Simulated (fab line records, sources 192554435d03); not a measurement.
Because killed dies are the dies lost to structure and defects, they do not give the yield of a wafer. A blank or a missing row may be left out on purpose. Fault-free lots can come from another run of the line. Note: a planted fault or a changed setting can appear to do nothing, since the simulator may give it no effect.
A sampling plan put to the test    flow n5 finfet    one fab line, 47 faults that these records tell of, each judged on the records of the lots that it struck; 3 more are left out, because the records don't allow judging them
The plan is the line's own looks: the steps of the route at which a gauge or an inspection reads the wafer and doesn't change it. Where struck wafers have a number at a look and the file lists that look's usual mean and standard deviation on fault-free wafers, the look can be judged. Caught: at a look after the fault's first step, the mean of the struck wafers lies 4 or more of those standard deviations (sigma) from the usual mean. On the tool: the identical test, applied to the tool's own readings at the steps of the fault. Caught also covers a different recipe on the struck wafers, or a record left blank for those wafers only.

## THE FAULTS, as the simulator had put them in
1. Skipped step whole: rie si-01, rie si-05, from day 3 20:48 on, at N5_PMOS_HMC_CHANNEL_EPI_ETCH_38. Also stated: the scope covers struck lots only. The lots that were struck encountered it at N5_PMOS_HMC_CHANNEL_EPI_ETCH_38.
2. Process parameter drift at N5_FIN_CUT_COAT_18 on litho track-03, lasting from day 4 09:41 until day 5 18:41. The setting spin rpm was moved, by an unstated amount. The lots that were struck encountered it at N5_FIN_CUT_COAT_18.
3. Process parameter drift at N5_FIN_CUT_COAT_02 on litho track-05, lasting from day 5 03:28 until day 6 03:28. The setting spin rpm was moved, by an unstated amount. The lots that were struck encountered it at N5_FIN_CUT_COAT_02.
4. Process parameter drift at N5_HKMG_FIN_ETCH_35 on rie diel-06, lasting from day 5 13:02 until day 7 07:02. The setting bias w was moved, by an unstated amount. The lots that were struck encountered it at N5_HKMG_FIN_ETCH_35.
5. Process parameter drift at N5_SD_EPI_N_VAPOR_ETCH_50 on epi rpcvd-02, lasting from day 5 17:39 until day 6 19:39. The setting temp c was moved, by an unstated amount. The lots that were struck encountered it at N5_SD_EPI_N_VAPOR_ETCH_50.
6. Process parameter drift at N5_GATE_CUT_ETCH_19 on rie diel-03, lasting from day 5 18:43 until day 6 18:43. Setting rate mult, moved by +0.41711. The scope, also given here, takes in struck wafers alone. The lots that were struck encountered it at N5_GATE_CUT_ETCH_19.
7. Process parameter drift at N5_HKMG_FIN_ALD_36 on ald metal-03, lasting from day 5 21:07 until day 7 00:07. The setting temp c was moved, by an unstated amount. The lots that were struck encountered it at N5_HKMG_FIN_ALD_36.
8. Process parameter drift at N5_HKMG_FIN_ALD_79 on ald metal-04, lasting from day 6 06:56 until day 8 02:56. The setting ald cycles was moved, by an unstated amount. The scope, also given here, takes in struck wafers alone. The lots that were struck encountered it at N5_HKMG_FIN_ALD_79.
9. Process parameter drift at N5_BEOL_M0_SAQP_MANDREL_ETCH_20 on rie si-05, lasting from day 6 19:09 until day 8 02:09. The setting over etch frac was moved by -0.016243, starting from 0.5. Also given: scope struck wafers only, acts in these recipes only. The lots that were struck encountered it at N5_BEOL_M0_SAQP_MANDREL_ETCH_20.
10. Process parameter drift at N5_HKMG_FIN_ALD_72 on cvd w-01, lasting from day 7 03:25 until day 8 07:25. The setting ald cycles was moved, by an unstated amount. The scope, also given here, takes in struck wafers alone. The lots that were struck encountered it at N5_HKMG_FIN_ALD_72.
11. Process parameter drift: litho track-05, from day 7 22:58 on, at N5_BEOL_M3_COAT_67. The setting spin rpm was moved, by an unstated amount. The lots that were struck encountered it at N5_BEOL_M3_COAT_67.
12. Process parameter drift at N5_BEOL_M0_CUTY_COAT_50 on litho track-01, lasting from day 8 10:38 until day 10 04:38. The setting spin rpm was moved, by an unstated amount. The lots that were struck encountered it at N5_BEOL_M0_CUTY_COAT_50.
13. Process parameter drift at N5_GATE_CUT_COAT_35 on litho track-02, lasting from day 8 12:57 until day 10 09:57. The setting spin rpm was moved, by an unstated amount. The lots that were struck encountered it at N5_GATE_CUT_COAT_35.
14. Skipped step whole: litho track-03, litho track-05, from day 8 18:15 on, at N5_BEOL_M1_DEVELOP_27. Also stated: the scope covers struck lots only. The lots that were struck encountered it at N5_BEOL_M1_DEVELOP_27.
15. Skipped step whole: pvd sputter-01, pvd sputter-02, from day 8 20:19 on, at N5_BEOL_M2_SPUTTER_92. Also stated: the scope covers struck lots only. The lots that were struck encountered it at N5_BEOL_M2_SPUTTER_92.
16. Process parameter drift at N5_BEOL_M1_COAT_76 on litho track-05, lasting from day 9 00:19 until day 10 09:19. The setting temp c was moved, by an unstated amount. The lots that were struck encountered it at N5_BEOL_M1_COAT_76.
17. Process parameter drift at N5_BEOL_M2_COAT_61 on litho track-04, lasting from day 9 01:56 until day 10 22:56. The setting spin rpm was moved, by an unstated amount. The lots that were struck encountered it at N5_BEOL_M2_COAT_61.
18. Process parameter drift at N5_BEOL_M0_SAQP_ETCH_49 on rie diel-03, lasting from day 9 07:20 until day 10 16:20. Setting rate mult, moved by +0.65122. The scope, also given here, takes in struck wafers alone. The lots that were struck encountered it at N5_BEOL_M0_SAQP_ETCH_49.
19. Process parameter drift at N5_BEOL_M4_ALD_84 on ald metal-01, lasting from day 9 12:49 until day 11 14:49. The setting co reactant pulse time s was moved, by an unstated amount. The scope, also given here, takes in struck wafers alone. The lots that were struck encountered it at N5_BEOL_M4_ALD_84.
20. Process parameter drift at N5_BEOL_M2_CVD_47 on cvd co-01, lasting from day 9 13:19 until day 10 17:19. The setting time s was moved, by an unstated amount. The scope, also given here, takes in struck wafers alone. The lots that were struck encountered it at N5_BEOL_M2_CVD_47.
21. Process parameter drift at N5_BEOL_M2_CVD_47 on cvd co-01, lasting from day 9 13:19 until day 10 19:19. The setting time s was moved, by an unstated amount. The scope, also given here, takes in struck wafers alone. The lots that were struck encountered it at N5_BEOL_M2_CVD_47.
22. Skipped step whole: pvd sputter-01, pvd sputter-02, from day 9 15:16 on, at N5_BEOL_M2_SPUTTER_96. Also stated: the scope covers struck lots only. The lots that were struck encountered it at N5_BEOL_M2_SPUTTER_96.
23. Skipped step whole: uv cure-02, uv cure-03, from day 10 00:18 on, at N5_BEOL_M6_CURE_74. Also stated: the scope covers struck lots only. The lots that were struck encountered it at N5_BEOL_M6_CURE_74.
24. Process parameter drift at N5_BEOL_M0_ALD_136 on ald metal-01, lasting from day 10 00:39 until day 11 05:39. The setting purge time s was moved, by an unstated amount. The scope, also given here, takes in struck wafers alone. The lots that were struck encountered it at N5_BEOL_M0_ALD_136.
25. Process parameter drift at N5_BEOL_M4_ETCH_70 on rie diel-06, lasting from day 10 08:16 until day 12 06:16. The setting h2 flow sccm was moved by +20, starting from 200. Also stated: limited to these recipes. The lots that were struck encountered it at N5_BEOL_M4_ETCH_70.
26. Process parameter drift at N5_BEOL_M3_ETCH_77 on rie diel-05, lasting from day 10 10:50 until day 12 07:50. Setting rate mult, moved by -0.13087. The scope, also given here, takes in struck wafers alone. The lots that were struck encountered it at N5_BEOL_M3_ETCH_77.
27. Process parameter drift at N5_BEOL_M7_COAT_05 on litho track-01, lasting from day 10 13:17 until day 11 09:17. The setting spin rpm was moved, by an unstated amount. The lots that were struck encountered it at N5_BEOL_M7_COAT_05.
28. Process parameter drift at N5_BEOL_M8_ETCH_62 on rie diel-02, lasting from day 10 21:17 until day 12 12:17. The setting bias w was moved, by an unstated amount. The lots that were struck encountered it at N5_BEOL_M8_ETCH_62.
29. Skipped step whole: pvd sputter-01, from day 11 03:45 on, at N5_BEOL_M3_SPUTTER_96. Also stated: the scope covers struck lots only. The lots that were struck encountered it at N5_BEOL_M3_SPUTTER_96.
30. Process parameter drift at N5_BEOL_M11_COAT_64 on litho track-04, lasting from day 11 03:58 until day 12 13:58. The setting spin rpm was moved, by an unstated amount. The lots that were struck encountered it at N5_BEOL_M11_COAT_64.
31. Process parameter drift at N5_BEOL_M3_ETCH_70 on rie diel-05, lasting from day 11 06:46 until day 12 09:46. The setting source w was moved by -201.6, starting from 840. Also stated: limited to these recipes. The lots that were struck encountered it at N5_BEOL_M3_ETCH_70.
32. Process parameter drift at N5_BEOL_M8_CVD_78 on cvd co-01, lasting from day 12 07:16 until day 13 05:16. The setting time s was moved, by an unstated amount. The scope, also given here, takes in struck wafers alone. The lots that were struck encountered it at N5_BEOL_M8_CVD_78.
33. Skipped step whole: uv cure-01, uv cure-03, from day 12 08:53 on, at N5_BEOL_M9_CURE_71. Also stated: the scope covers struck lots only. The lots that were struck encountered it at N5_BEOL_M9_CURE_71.
34. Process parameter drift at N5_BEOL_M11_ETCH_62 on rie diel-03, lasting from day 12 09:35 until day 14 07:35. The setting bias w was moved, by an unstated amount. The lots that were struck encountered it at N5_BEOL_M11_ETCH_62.
35. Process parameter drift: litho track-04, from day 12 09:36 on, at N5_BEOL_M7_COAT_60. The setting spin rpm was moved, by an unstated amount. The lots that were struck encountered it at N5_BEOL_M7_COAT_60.
36. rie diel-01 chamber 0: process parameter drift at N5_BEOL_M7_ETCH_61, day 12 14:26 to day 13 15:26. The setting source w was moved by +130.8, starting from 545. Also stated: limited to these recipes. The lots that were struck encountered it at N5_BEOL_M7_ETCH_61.
37. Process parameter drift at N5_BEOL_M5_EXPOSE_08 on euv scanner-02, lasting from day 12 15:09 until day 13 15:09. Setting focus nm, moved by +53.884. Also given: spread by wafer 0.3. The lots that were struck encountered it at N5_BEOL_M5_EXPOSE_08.
38. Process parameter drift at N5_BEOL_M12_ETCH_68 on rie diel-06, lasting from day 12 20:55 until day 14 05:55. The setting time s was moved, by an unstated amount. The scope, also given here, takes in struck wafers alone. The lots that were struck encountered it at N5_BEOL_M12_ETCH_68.
39. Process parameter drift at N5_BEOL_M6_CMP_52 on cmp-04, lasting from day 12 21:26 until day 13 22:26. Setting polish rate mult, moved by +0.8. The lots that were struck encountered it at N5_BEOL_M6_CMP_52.
40. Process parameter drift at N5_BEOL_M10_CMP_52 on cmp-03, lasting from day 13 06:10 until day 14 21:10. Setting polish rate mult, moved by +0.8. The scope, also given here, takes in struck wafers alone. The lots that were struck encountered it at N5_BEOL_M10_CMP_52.
41. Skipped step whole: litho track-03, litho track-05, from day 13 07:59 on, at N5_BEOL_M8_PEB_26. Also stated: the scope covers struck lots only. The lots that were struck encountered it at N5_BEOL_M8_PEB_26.
42. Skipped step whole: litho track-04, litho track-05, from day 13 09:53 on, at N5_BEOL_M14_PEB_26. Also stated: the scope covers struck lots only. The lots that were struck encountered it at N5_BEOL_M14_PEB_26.
43. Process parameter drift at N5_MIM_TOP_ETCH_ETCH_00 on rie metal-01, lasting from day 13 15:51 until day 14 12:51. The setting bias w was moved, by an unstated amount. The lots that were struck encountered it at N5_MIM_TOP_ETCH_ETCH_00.
44. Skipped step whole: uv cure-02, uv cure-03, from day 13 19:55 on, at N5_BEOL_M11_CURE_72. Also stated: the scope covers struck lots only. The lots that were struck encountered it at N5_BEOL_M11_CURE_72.
45. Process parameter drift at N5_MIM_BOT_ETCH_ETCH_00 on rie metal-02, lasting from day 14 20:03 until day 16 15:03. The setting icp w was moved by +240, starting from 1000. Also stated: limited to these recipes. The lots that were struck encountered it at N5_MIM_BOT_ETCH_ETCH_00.
46. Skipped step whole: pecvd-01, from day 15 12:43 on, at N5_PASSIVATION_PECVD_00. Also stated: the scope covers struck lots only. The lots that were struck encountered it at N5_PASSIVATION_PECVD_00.
47. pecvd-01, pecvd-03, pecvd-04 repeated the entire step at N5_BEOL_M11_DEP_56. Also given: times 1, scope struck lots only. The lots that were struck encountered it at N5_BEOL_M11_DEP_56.

## WHAT THE PLAN SAW
fault  on the tool itself                                first look that catches it                       reading, sigma  median hours from its first step to that look  hours from the fault's start to the first struck lot there  judged looks passed uncaught
1      the tool's record is blank for the struck wafers  not the one look that can be judged after it     -               -                                              -                                                           1
2      spin speed rpm +99 or beyond sigma                not the one look that can be judged after it     -               -                                              -                                                           1
3      spin speed rpm -99 or beyond sigma                not the one look that can be judged after it     -               -                                              -                                                           1
4      bias w -12 sigma                                  not the one look that can be judged after it     -               -                                              -                                                           1
5      susceptor temp C +42 sigma                        N5_BEOL_M4_RC_MEAS_101                           IOFF_N +10      115.6                                          123                                                         1
6      etch rf on time s -22 sigma                       not the one look that can be judged after it     -               -                                              -                                                           1
7      susceptor temp C +17 sigma                        not the one look that can be judged after it     -               -                                              -                                                           1
8      under 2 sigma                                     not the one look that can be judged after it     -               -                                              -                                                           1
9      under 2 sigma                                     not the one look that can be judged after it     -               -                                              -                                                           1
10     under 2 sigma                                     not the one look that can be judged after it     -               -                                              -                                                           1
11     spin speed rpm -99 or beyond sigma                not the one look that can be judged after it     -               -                                              -                                                           1
12     spin speed rpm -99 or beyond sigma                none of the 2 looks that can be judged after it  -               -                                              -                                                           2
13     spin speed rpm +64 sigma                          not the one look that can be judged after it     -               -                                              -                                                           1
14     the tool's record is blank for the struck wafers  no look after it can be judged                   -               -                                              -                                                           0
15     the tool's record is blank for the struck wafers  not the one look that can be judged after it     -               -                                              -                                                           1
16     plate temp C +47 sigma                            none of the 2 looks that can be judged after it  -               -                                              -                                                           2
17     spin speed rpm -99 or beyond sigma                not the one look that can be judged after it     -               -                                              -                                                           1
18     only faintly: oes product au +3.4 sigma           not the one look that can be judged after it     -               -                                              -                                                           1
19     under 2 sigma                                     not the one look that can be judged after it     -               -                                              -                                                           1
20     run length s -5.3 sigma                           not the one look that can be judged after it     -               -                                              -                                                           1
21     run length s +99 or beyond sigma                  not the one look that can be judged after it     -               -                                              -                                                           1
22     the tool's record is blank for the struck wafers  not the one look that can be judged after it     -               -                                              -                                                           1
23     the tool's record is blank for the struck wafers  N5_BEOL_M6_THK_MEAS_01                           M6_ILD_THK +13  0.5                                            4                                                           0
24     under 2 sigma                                     not the one look that can be judged after it     -               -                                              -                                                           1
25     h2 flow sccm +35 sigma                            not the one look that can be judged after it     -               -                                              -                                                           1
26     etch rf on time s +8.9 sigma                      not the one look that can be judged after it     -               -                                              -                                                           1
27     spin speed rpm +61 sigma                          no look after it can be judged                   -               -                                              -                                                           0
28     bias w -20 sigma                                  no look after it can be judged                   -               -                                              -                                                           0
29     the tool's record is blank for the struck wafers  not the one look that can be judged after it     -               -                                              -                                                           1
30     spin speed rpm +85 sigma                          no look after it can be judged                   -               -                                              -                                                           0
31     rf fwd power W -67 sigma                          not the one look that can be judged after it     -               -                                              -                                                           1
32     run length s +99 or beyond sigma                  not the one look that can be judged after it     -               -                                              -                                                           1
33     the tool's record is blank for the struck wafers  N5_BEOL_M9_THK_MEAS_01                           M9_ILD_THK +12  0.4                                            4                                                           0
34     bias w +16 sigma                                  no look after it can be judged                   -               -                                              -                                                           0
35     spin speed rpm -70 sigma                          no look after it can be judged                   -               -                                              -                                                           0
36     rf fwd power W +44 sigma                          no look after it can be judged                   -               -                                              -                                                           0
37     exposure dose mJ cm2 +6.5 sigma                   no look after it can be judged                   -               -                                              -                                                           0
38     run length s -22 sigma                            no look after it can be judged                   -               -                                              -                                                           0
39     barrier field endpoint s -20 sigma                none of the 2 looks that can be judged after it  -               -                                              -                                                           2
40     barrier field endpoint s -18 sigma                no look after it can be judged                   -               -                                              -                                                           0
41     the tool's record is blank for the struck wafers  no look after it can be judged                   -               -                                              -                                                           0
42     the tool's record is blank for the struck wafers  no look after it can be judged                   -               -                                              -                                                           0
43     bias w +60 sigma                                  no look after it can be judged                   -               -                                              -                                                           0
44     the tool's record is blank for the struck wafers  no look after it can be judged                   -               -                                              -                                                           0
45     rf fwd power W +71 sigma                          no look after it can be judged                   -               -                                              -                                                           0
46     the tool's record is blank for the struck wafers  no look after it can be judged                   -               -                                              -                                                           0
47     under 2 sigma                                     none of the 2 looks that can be judged after it  -               -                                              -                                                           2
A dash: the fault isn't caught, or these records don't give the number.

Caught at a look: 3 of 47. Caught on the tool: 40 of 47. By one or the other: 40 of 47.
Faults caught by the tool alone: 1, 2, 3, 4, 6, 7, 11, 12, 13, 14, 15, 16, 17, 20, 21, 22, 25, 26, 27, 28, 29, 30, 31, 32, 34, 35, 36, 37, 38, 39, 40, 41, 42, 43, 44, 45, 46.
Caught by neither: faults 8, 9, 10, 18, 19, 24, 47.

## THINNER SAMPLING
If the look that catches a fault measured only every second or every third lot, by lot number, the first struck lot would be measured this late in the worst case:
fault  struck lots at that look, in order of time  every lot  every second lot  every third lot
5      L244, L245                                  123 h      134 h             may miss all 2
23     L542, L543                                  4 h        5 h               may miss all 2
33     L395, L396, L397                            4 h        12 h              18 h
Hours count from the start of the fault until the first struck lot that is measured. The test against the limit of 4 sigma pooled every struck wafer, which means one lot taken alone may stay below that limit. Other struck lots may not be in these records.

## THE LONGEST TIMED WAY FROM STEP TO LOOK
Fault 5: median gap of 115.6 hours between N5_SD_EPI_N_VAPOR_ETCH_50 and N5_BEOL_M4_RC_MEAS_101. The look between them that can be judged stayed within 4 sigma: N5_SD_EPI_P_CD_MEAS_09.
